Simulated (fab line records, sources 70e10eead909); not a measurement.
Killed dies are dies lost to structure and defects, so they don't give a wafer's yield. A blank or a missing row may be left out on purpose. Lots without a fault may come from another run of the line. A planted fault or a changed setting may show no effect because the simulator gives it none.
Which tool did it? | flow nand_harc | 12 lots, 36 wafers sampled, at 3 steps of a route of 1302

WHAT THE GAUGES READ, wafer by wafer
NHARC_A_M0_INSPECT_11.
lot  | measured     | on                | raw_defect_count
L076 | day 23 08:21 | defect_inspect-01 | 13 18 12
L078 | day 25 08:14 | defect_inspect-01 | 22 23 32
L077 | day 25 16:41 | defect_inspect-01 | 150 151 162
L081 | day 25 23:59 | defect_inspect-02 | 120 103 105
L084 | day 26 22:44 | defect_inspect-02 | 117 150 137
L085 | day 27 09:15 | defect_inspect-02 | 30 37 39
L087 | day 28 05:55 | defect_inspect-02 | 111 151 136
L088 | day 28 22:00 | defect_inspect-01 | 81 89 99
L092 | day 30 14:44 | defect_inspect-02 | 59 71 67
L093 | day 31 03:45 | defect_inspect-01 | 62 76 70
L095 | day 31 09:04 | defect_inspect-01 | 78 57 71
L096 | day 31 22:17 | defect_inspect-02 | 65 59 68

WHICH TOOL RAN EACH LOT (tool, then ch and the chambers of the sampled wafers, then the start)
lot  | NHARC_A_CONTACT_CVD_19                   | NHARC_A_BLC_DEGAS_30
L076 | cvd_w-02 ch 0,1, day 23 05:57 or earlier | pvd_sputter-02, day 23 05:57
L078 | cvd_w-01 ch 0,1, day 25 05:58 or earlier | pvd_sputter-03, day 25 05:58
L077 | cvd_w-01 ch 0,1, day 25 14:17 or earlier | pvd_sputter-02, day 25 14:17
L081 | cvd_w-02 ch 0,1, day 25 21:33 or earlier | pvd_sputter-02, day 25 21:33
L084 | cvd_w-02 ch 0,1, day 26 20:17 or earlier | pvd_sputter-02, day 26 20:17
L085 | cvd_w-01 ch 0,1, day 27 06:50 or earlier | pvd_sputter-01, day 27 06:50
L087 | cvd_w-01 ch 0,1, day 28 03:30 or earlier | pvd_sputter-02, day 28 03:30
L088 | cvd_w-01 ch 0,1, day 28 19:44 or earlier | pvd_sputter-02, day 28 19:44
L092 | cvd_w-01 ch 0,1, day 30 12:20 or earlier | pvd_sputter-01, day 30 12:20
L093 | cvd_w-01 ch 0,1, day 31 01:19 or earlier | pvd_sputter-02, day 31 01:19
L095 | cvd_w-02 ch 0,1, day 31 06:40 or earlier | pvd_sputter-01, day 31 06:40
L096 | cvd_w-02 ch 0,1, day 31 19:53 or earlier | pvd_sputter-02, day 31 19:53
- NHARC_A_CONTACT_CVD_19: deposits W, target thk 300 nm, time 802 s.
- NHARC_A_BLC_DEGAS_30: time 60 s.

THE ANSWER, worked out from the rows above alone
Rule: what is usual is taken from the lots themselves. Put in order of their means at a reading, lots are off if they are a third of the lots or fewer, leave a main group of 4 or more, and stand apart from it by a gap of 3 or more times the standard deviation of the main group's means; of several such gaps the widest counts. A main group whose means are all the same, to the digits that the tables above print for the reading, isn't used. A lot without any number at a reading at which 4 lots or more have one is off too. The other lots that the step has rows for count as sound.
No lot is off at any reading shown: from this, nothing can be told.

WHAT THE SIMULATOR HAD PUT IN
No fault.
